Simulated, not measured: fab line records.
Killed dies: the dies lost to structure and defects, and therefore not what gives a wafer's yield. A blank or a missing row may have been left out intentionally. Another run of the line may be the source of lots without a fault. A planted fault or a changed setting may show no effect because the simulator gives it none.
fab line records | flow nand-harc
record: lots: 12 | wafers: 36 | last-day: 24
route steps=1159 shown P_CONTACT@233 P_M0@260
lots untouched by any fault: they come from a run of this same line in which no faults occurred
start-h: hours from the record's opening day to when the first of the lot's shown wafers began | wait-h: how many hours have passed since the lot's step before this one | " same as the row above | L1.1+2: several wafers, shown together as one row | - either no value or no given start | * or withheld: withheld | < > ~ a bound
route shown NAME@n: NAME is a module with steps in the file, n the number in the route of the first one | usual: mean and standard deviation over wafers with no fault | same: alike in all rows | chamber/n: place in a boat | sites: the reading at each site | _std_site: how widely they spread, as a standard deviation | _edge_site: mean of outer sites minus mean of inner sites | radius-mm: for every site, how far away it sits from the centre of the wafer | mask NAME#n: copy n | behind: the last tool/chamber to shape the wafer | hold: cause of the lot's hold/its duration in hours/its outcome | device: the n, p or np transistor that did not switch | end of line: the tests these same wafers got at the end of their route | where a step has no rows: the recipe by itself | killed: count of dies lost to structure and defects at first sort (not the wafer's yield) | map: a wafer's dies, marking killed ones x, the rest . and places with no die _
set.NAME: setting as actually run; set.NAME@STEP: the setting as run at that earlier step | model.NAME: the simulator's own value behind a step, which no gauge read
route steps across a sampled set of lots; one table per step, one row per wafer
services: the hour from which a tool's chamber was out of use, counted from the record's first day as start-h (under 0 if before that day), plus the number of hours and why
== steps ==
step: NHARC_P_CONTACT_OVL_MEAS_13
usual: overlay-x-nm: -0.1/0.96 | overlay-y-nm: 0.2/0.93
lot.wafer | tool       | chamber | start-h | wait-h | overlay-x-nm | overlay-y-nm
L470.2    | overlay-01 | -       | 107.32  | -      | 1.0          | 0.1
L470.5    | "          | -       | "       | "      | 0.1          | -0.1
L470.6    | "          | -       | "       | "      | 0.6          | -0.1
L471.3    | overlay-01 | -       | 107.96  | -      | -0.2         | 0.1
L471.4    | "          | -       | "       | "      | -0.1         | -0.3
L471.5    | "          | -       | "       | "      | -0.3         | -0.1
L473.1    | overlay-02 | -       | 120.83  | -      | 0.6          | 1.5
L473.3    | "          | -       | "       | "      | 0.6          | 1.2
L473.4    | "          | -       | "       | "      | 0.0          | 1.0
L476.3    | overlay-02 | -       | 142.77  | -      | -1.6         | 1.6
L476.4    | "          | -       | "       | "      | -1.0         | 0.9
L476.5    | "          | -       | "       | "      | -1.8         | 0.8
L479.1    | overlay-01 | -       | 164.30  | -      | 1.3          | -0.4
L479.2    | "          | -       | "       | "      | 0.8          | -0.5
L479.6    | "          | -       | "       | "      | 1.5          | -0.7
L480.2    | overlay-02 | -       | 174.09  | -      | -1.1         | -0.3
L480.4    | "          | -       | "       | "      | -0.9         | -0.4
L480.5    | "          | -       | "       | "      | -0.5         | -0.2
L483.1    | overlay-02 | -       | 189.06  | -      | -0.4         | 0.2
L483.2    | "          | -       | "       | "      | -0.7         | 0.3
L483.4    | "          | -       | "       | "      | -0.4         | 0.5
L485.3    | overlay-02 | -       | 199.19  | -      | -0.5         | 0.1
L485.4    | "          | -       | "       | "      | -0.8         | 0.3
L485.6    | "          | -       | "       | "      | -0.9         | 0.0
L484.1    | overlay-02 | -       | 199.72  | -      | -1.3         | 1.3
L484.4    | "          | -       | "       | "      | -1.7         | 1.0
L484.6    | "          | -       | "       | "      | -1.7         | 1.3
L486.2    | overlay-02 | -       | 209.23  | -      | 0.6          | -1.0
L486.4    | "          | -       | "       | "      | 0.8          | -0.9
L486.5    | "          | -       | "       | "      | 0.9          | -1.8
L488.1    | overlay-02 | -       | 220.33  | -      | -1.7         | 0.2
L488.3    | "          | -       | "       | "      | -1.3         | 0.1
L488.6    | "          | -       | "       | "      | -1.4         | -0.1
L493.1    | overlay-02 | -       | 246.48  | -      | 0.0          | 0.5
L493.2    | "          | -       | "       | "      | 0.3          | 1.2
L493.4    | "          | -       | "       | "      | -0.2         | 0.9
step: NHARC_P_CONTACT_ETCH_36
recipe: target-depth-a: 2600 | over-etch-frac: 0.25 | time-s: 406.25 | ion-energy-ev: 200 | n2-flow-sccm: 150 | h2-flow-sccm: 150 | ar-flow-sccm: 0 | rf-w: 400 | bias-w: 150 | chemistry: N2/H2
usual: drypump-motor-current-A: 5.5/0.43 | oes-product-au: 1.002/0.0063 | rf-vpp-V: 430/3 | showerhead-plenum-p-Torr: 2.04/0.11 | throttle-valve-pct: 14.170/0.0091
lot.wafer | tool        | chamber | start-h | wait-h | drypump-motor-current-A | oes-product-au | rf-hours-counter-h | rf-vpp-V | showerhead-plenum-p-Torr | throttle-valve-pct
L470.2    | rie-diel-11 | 3       | -       | -      | 5.3                     | 1.000          | 8                  | 434      | 2.16                     | 14.168
L470.5    | "           | 3       | "       | "      | 5.4                     | 1.008          | -                  | 433      | 2.16                     | 14.175
L470.6    | "           | 0       | "       | "      | 5.9                     | 1.006          | -                  | 433      | 2.14                     | 14.168
L471.4    | rie-diel-08 | 3       | -       | -      | 5.2                     | 0.996          | 17                 | 428      | 1.92                     | 14.171
L471.3    | "           | 0       | "       | "      | 4.8                     | 1.006          | 16                 | 426      | 1.89                     | 14.169
L471.5    | "           | 2       | "       | "      | 5.5                     | 0.992          | -                  | 433      | 2.14                     | 14.179
L473.3    | rie-diel-08 | 3       | -       | -      | 5.1                     | 0.995          | 19                 | 428      | 1.92                     | 14.169
L473.1    | "           | 0       | "       | "      | 4.8                     | 0.995          | 18                 | 425      | 1.89                     | 14.165
L473.4    | "           | 2       | "       | "      | 5.5                     | 0.991          | 17                 | 433      | 2.14                     | 14.161
L476.3    | rie-diel-08 | 1       | -       | -      | 5.8                     | 1.005          | 0                  | 426      | 1.92                     | 14.191
L476.4    | "           | 2       | "       | "      | 5.5                     | 0.998          | 0                  | 431      | 2.14                     | 14.165
L476.5    | "           | 3       | "       | "      | 5.1                     | 0.999          | -                  | 426      | 1.92                     | 14.160
L479.1    | rie-diel-11 | 2       | -       | -      | 6.2                     | 1.002          | 13                 | 431      | 2.07                     | 14.178
L479.2    | "           | 3       | "       | "      | 5.4                     | 1.001          | 13                 | 433      | 2.16                     | 14.158
L479.6    | "           | 2       | "       | "      | 6.2                     | 1.005          | -                  | 431      | 2.07                     | 14.172
L480.2    | rie-diel-08 | 2       | -       | -      | 5.5                     | 0.999          | 3                  | 431      | 2.14                     | 14.158
L480.5    | "           | 1       | "       | "      | 5.8                     | 0.998          | -                  | 428      | 1.92                     | 14.172
L480.4    | "           | 2       | "       | "      | 5.5                     | 0.995          | -                  | 431      | 2.14                     | 14.171
L483.2    | rie-diel-11 | 0       | -       | -      | 5.9                     | 1.017          | 15                 | 434      | 2.13                     | 14.187
L483.1    | "           | 1       | "       | "      | 5.3                     | 1.019          | 15                 | 433      | 2.14                     | 14.160
L483.4    | "           | 3       | "       | "      | 5.3                     | 1.004          | 15                 | 433      | 2.15                     | 14.189
L485.4    | rie-diel-11 | 3       | -       | -      | 5.4                     | 1.005          | 0                  | 434      | 2.15                     | 14.154
L485.3    | "           | 0       | "       | "      | 5.9                     | 0.998          | 0                  | 433      | 2.14                     | 14.167
L485.6    | "           | 3       | "       | "      | 5.3                     | 1.004          | -                  | 433      | 2.15                     | 14.176
L484.1    | rie-diel-08 | 2       | -       | -      | 5.5                     | 1.009          | 7                  | 433      | 2.14                     | 14.169
L484.4    | "           | 3       | "       | "      | 5.1                     | 1.006          | 6                  | 427      | 1.92                     | 14.168
L484.6    | "           | 1       | "       | "      | 5.9                     | 1.007          | -                  | 427      | 1.92                     | 14.169
L486.4    | rie-diel-08 | 1       | -       | -      | 5.9                     | 1.008          | 7                  | 427      | 1.92                     | 14.163
L486.2    | "           | 2       | "       | "      | 5.5                     | 1.001          | 7                  | 433      | 2.14                     | 14.169
L486.5    | "           | 3       | "       | "      | 5.1                     | 0.999          | -                  | 428      | 1.92                     | 14.175
L488.1    | rie-diel-05 | 0       | -       | -      | 5.3                     | 0.993          | 17                 | 428      | 1.97                     | 14.162
L488.3    | "           | 1       | "       | "      | 6.5                     | 1.001          | 16                 | 429      | 1.95                     | 14.170
L488.6    | "           | 2       | "       | "      | 5.7                     | 0.988          | -                  | 430      | 2.04                     | 14.165
L493.2    | rie-diel-11 | 0       | -       | -      | 5.9                     | 0.992          | 4                  | 435      | 2.13                     | 14.158
L493.1    | "           | 1       | "       | "      | 5.3                     | 1.003          | 4                  | 433      | 2.14                     | 14.178
L493.4    | "           | 3       | "       | "      | 5.3                     | 1.010          | 5                  | 433      | 2.15                     | 14.171
step: NHARC_P_CONTACT_ALD_22
recipe: target-thk-a: 30 | pulse-time-s: 1 | ald-cycles: 150 | temp-c: 450 | material: TiN
usual: heater-power-w: 1126/170 | precursor-pulse-height-rel: 1.001/0.023
lot.wafer | tool         | chamber | start-h | wait-h | heater-power-w | precursor-pulse-height-rel
L470.2    | ald-metal-02 | 3       | 109.25  | -      | 918            | 1.020
L470.5    | "            | 3       | "       | "      | 954            | 0.996
L470.6    | "            | 0       | "       | "      | 942            | 0.977
L471.4    | ald-metal-04 | 0       | 109.89  | -      | 1470           | 0.992
L471.3    | "            | 2       | "       | "      | 1045           | 1.007
L471.5    | "            | 1       | "       | "      | 965            | 0.990
L473.1    | ald-metal-01 | 2       | 122.76  | -      | 1300           | 1.003
L473.3    | "            | 3       | "       | "      | 997            | 1.022
L473.4    | "            | 0       | "       | "      | 1072           | 0.981
L476.3    | ald-metal-02 | 3       | 144.72  | -      | 949            | 1.026
L476.5    | "            | 3       | "       | "      | 947            | 0.959
L476.4    | "            | 1       | "       | "      | 1240           | 1.005
L479.1    | ald-metal-02 | 2       | 166.26  | -      | 1316           | 0.964
L479.2    | "            | 3       | "       | "      | 987            | 1.003
L479.6    | "            | 2       | "       | "      | 1366           | 1.021
L480.2    | ald-metal-02 | 3       | 176.19  | -      | 951            | 1.000
L480.4    | "            | 3       | "       | "      | 919            | 0.972
L480.5    | "            | 3       | "       | "      | 944            | 0.978
L483.1    | ald-metal-04 | 0       | 191.08  | -      | 1498           | 0.989
L483.2    | "            | 1       | "       | "      | 958            | 1.040
L483.4    | "            | 2       | "       | "      | 1046           | 1.030
L485.3    | ald-metal-01 | 0       | 201.13  | -      | 1054           | 1.019
L485.4    | "            | 3       | "       | "      | 998            | 1.006
L485.6    | "            | 0       | "       | "      | 1054           | 1.029
L484.1    | ald-metal-02 | 2       | 201.67  | -      | 1178           | 0.970
L484.4    | "            | 0       | "       | "      | 937            | 1.020
L484.6    | "            | 2       | "       | "      | 1191           | 0.996
L486.4    | ald-metal-01 | 3       | 211.19  | -      | 1000           | 1.029
L486.2    | "            | 0       | "       | "      | 1067           | 1.033
L486.5    | "            | 1       | "       | "      | 1087           | 0.972
L488.1    | ald-metal-02 | 2       | 223.48  | -      | 1183           | 0.987
L488.3    | "            | 3       | "       | "      | 953            | 0.985
L488.6    | "            | 3       | "       | "      | 961            | 1.002
L493.1    | ald-metal-02 | 3       | 248.88  | -      | 955            | 0.975
L493.4    | "            | 0       | "       | "      | 937            | 1.052
L493.2    | "            | 1       | "       | "      | 1343           | 1.015
step: NHARC_P_M0_EXPOSE_06
recipe: na: 1.35 | target-cd-nm: 90 | dose-mj: 81.28 | mask-id: P_M0
usual: exposure-dose-mJ-cm2: 81.19/0.072
lot.wafer | tool            | chamber | start-h | wait-h | mask   | exposure-dose-mJ-cm2
L470.2    | arfi-scanner-01 | 0       | 114.89  | -      | P_M0#0 | 81.17
L470.5    | "               | 0       | "       | "      | P_M0#0 | 81.15
L470.6    | "               | 0       | "       | "      | P_M0#0 | 81.05
L471.3    | arfi-scanner-01 | 0       | 115.50  | -      | P_M0#0 | 81.23
L471.4    | "               | 0       | "       | "      | P_M0#0 | 81.31
L471.5    | "               | 0       | "       | "      | P_M0#0 | 81.15
L473.1    | arfi-scanner-02 | 0       | 133.85  | -      | P_M0#0 | 81.24
L473.3    | "               | 0       | "       | "      | P_M0#0 | 81.37
L473.4    | "               | 0       | "       | "      | P_M0#0 | 81.27
L476.3    | arfi-scanner-03 | 0       | 148.35  | -      | P_M0#0 | 81.16
L476.4    | "               | 0       | "       | "      | P_M0#0 | 81.19
L476.5    | "               | 0       | "       | "      | P_M0#0 | 81.26
L479.1    | arfi-scanner-01 | 0       | 173.97  | -      | P_M0#0 | 58.71
L479.2    | "               | 0       | "       | "      | P_M0#0 | 58.79
L479.6    | "               | 0       | "       | "      | P_M0#0 | 58.77
L480.2    | arfi-scanner-01 | 0       | 179.82  | -      | P_M0#0 | 63.26
L480.4    | "               | 0       | "       | "      | P_M0#0 | 63.47
L480.5    | "               | 0       | "       | "      | P_M0#0 | 63.43
L483.1    | arfi-scanner-03 | 0       | 193.82  | -      | P_M0#0 | 81.16
L483.2    | "               | 0       | "       | "      | P_M0#0 | 81.20
L483.4    | "               | 0       | "       | "      | P_M0#0 | 81.26
L485.3    | arfi-scanner-03 | 0       | 207.97  | -      | P_M0#0 | 81.13
L485.4    | "               | 0       | "       | "      | P_M0#0 | 81.05
L485.6    | "               | 0       | "       | "      | P_M0#0 | 81.15
L484.1    | arfi-scanner-02 | 0       | 209.82  | -      | P_M0#0 | 81.26
L484.4    | "               | 0       | "       | "      | P_M0#0 | 81.16
L484.6    | "               | 0       | "       | "      | P_M0#0 | 81.09
L486.2    | arfi-scanner-03 | 0       | 220.83  | -      | P_M0#0 | 81.23
L486.4    | "               | 0       | "       | "      | P_M0#0 | 81.15
L486.5    | "               | 0       | "       | "      | P_M0#0 | 81.13
L488.1    | arfi-scanner-03 | 0       | 225.65  | -      | P_M0#0 | 81.27
L488.3    | "               | 0       | "       | "      | P_M0#0 | 81.20
L488.6    | "               | 0       | "       | "      | P_M0#0 | 81.22
L493.1    | arfi-scanner-03 | 0       | 250.90  | -      | P_M0#0 | 81.29
L493.2    | "               | 0       | "       | "      | P_M0#0 | 81.15
L493.4    | "               | 0       | "       | "      | P_M0#0 | 81.24
step: NHARC_P_M0_CD_MEAS_09
recipe: target-cd-nm: 90 | landing-energy-ev: 500
usual: cd-nm: 90.1/0.53
lot.wafer | tool      | chamber | start-h | wait-h | cd-nm
L470.2    | cd-sem-03 | 0       | 115.02  | -      | 89.9
L470.5    | "         | 0       | "       | "      | 91.0
L470.6    | "         | 0       | "       | "      | 90.2
L471.3    | cd-sem-03 | 0       | 115.64  | -      | 90.3
L471.4    | "         | 0       | "       | "      | 90.2
L471.5    | "         | 0       | "       | "      | 90.5
L473.1    | cd-sem-02 | 0       | 133.99  | -      | 90.4
L473.3    | "         | 0       | "       | "      | 90.5
L473.4    | "         | 0       | "       | "      | 90.1
L476.3    | cd-sem-03 | 0       | 148.49  | -      | 90.0
L476.4    | "         | 0       | "       | "      | 90.0
L476.5    | "         | 0       | "       | "      | 90.1
L479.1    | cd-sem-01 | 0       | 174.11  | -      | 70.9
L479.2    | "         | 0       | "       | "      | 71.0
L479.6    | "         | 0       | "       | "      | 71.0
L480.2    | cd-sem-01 | 0       | 179.96  | -      | 74.8
L480.4    | "         | 0       | "       | "      | 74.9
L480.5    | "         | 0       | "       | "      | 75.0
L483.1    | cd-sem-03 | 0       | 193.96  | -      | 90.4
L483.2    | "         | 0       | "       | "      | 89.9
L483.4    | "         | 0       | "       | "      | 90.8
L485.3    | cd-sem-02 | 0       | 208.10  | -      | 89.0
L485.4    | "         | 0       | "       | "      | 90.1
L485.6    | "         | 0       | "       | "      | 89.2
L484.1    | cd-sem-01 | 0       | 209.96  | -      | 91.0
L484.4    | "         | 0       | "       | "      | 90.8
L484.6    | "         | 0       | "       | "      | 90.4
L486.2    | cd-sem-02 | 0       | 220.97  | -      | 89.2
L486.4    | "         | 0       | "       | "      | 90.4
L486.5    | "         | 0       | "       | "      | 89.9
L488.1    | cd-sem-02 | 0       | 225.79  | -      | 90.5
L488.3    | "         | 0       | "       | "      | 90.3
L488.6    | "         | 0       | "       | "      | 90.3
L493.1    | cd-sem-03 | 0       | 251.04  | -      | 89.5
L493.2    | "         | 0       | "       | "      | 90.4
L493.4    | "         | 0       | "       | "      | 89.8
== services ==
tool            | chamber | start-h | hours | kind
arfi-scanner-02 | -       | 84.00   | 4.0   | pm
rie-diel-08     | 0       | 84.62   | 4.7   | repair
arfi-scanner-01 | -       | 89.83   | 0.2   | repair
arfi-scanner-02 | -       | 96.22   | 0.7   | repair
ald-metal-01    | -       | 102.00  | 10.0  | pm
arfi-scanner-01 | -       | 104.37  | 2.5   | repair
ald-metal-04    | -       | 108.93  | 0.4   | repair
arfi-scanner-01 | -       | 124.49  | 1.3   | repair
rie-diel-08     | -       | 124.80  | 9.0   | pm
ald-metal-02    | 0       | 131.01  | 27.7  | repair
arfi-scanner-03 | -       | 140.00  | 4.0   | pm
ald-metal-04    | 0       | 148.55  | 30.7  | repair
arfi-scanner-01 | -       | 149.16  | 1.4   | repair
rie-diel-08     | 3       | 169.80  | 7.6   | repair
arfi-scanner-03 | -       | 170.56  | 13.7  | repair
ald-metal-02    | 1       | 171.94  | 26.0  | repair
ald-metal-02    | 2       | 174.68  | 2.4   | repair
ald-metal-02    | -       | 186.00  | 10.0  | pm
rie-diel-11     | -       | 189.52  | 9.0   | pm
arfi-scanner-03 | -       | 195.48  | 3.6   | repair
arfi-scanner-01 | -       | 196.00  | 4.0   | pm
arfi-scanner-03 | -       | 230.47  | 1.8   | repair
ald-metal-02    | -       | 233.12  | 0.4   | repair
rie-diel-08     | 1       | 239.18  | 2.5   | repair
== key ==
first-sign: step: NHARC_P_M0_EXPOSE_06 | reading: exposure-dose-mJ-cm2 | direction: down | sigmas: 99+ | usual: 81.19 | struck: 61.07
effect: step: NHARC_P_M0_CD_MEAS_09 | reading: cd-nm | direction: down | sigmas: 32 | usual: 90.1 | struck: 72.9 | through: control-loop
met-at NHARC_P_M0_EXPOSE_06
struck-lots L479,L480
later-rows-left-out L479.1,L479.2,L479.6
sort-left-out L479.1,L479.2,L479.6,L480.2,L480.4,L480.5
loop-trim: step: NHARC_P_M0_EXPOSE_06 | setting: dose | lots: L480
not-acting-at NHARC_P_CONTACT_OVL_MEAS_13,NHARC_P_CONTACT_ETCH_36,NHARC_P_CONTACT_ALD_22
onset-between 115.50 173.97
fault: kind: process-parameter-drift | tool: arfi-scanner-01 | chamber: - | onset-h: 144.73 | steps: NHARC_P_M0_EXPOSE_06 | channel: dose-mj | offset: -22.334 | shape: step | acts-in: these-recipes-only | stated: 81.28
sort-left-out: the simulated sort isn't trusted on such a fault, so these wafers' sort isn't shown, and their yield isn't known
later-rows-left-out: the simulator's readings of these wafers behind a module that went badly wrong aren't trusted and aren't shown, but for the sort
loop-trim: a control loop set the setting to another value than it would have without faults
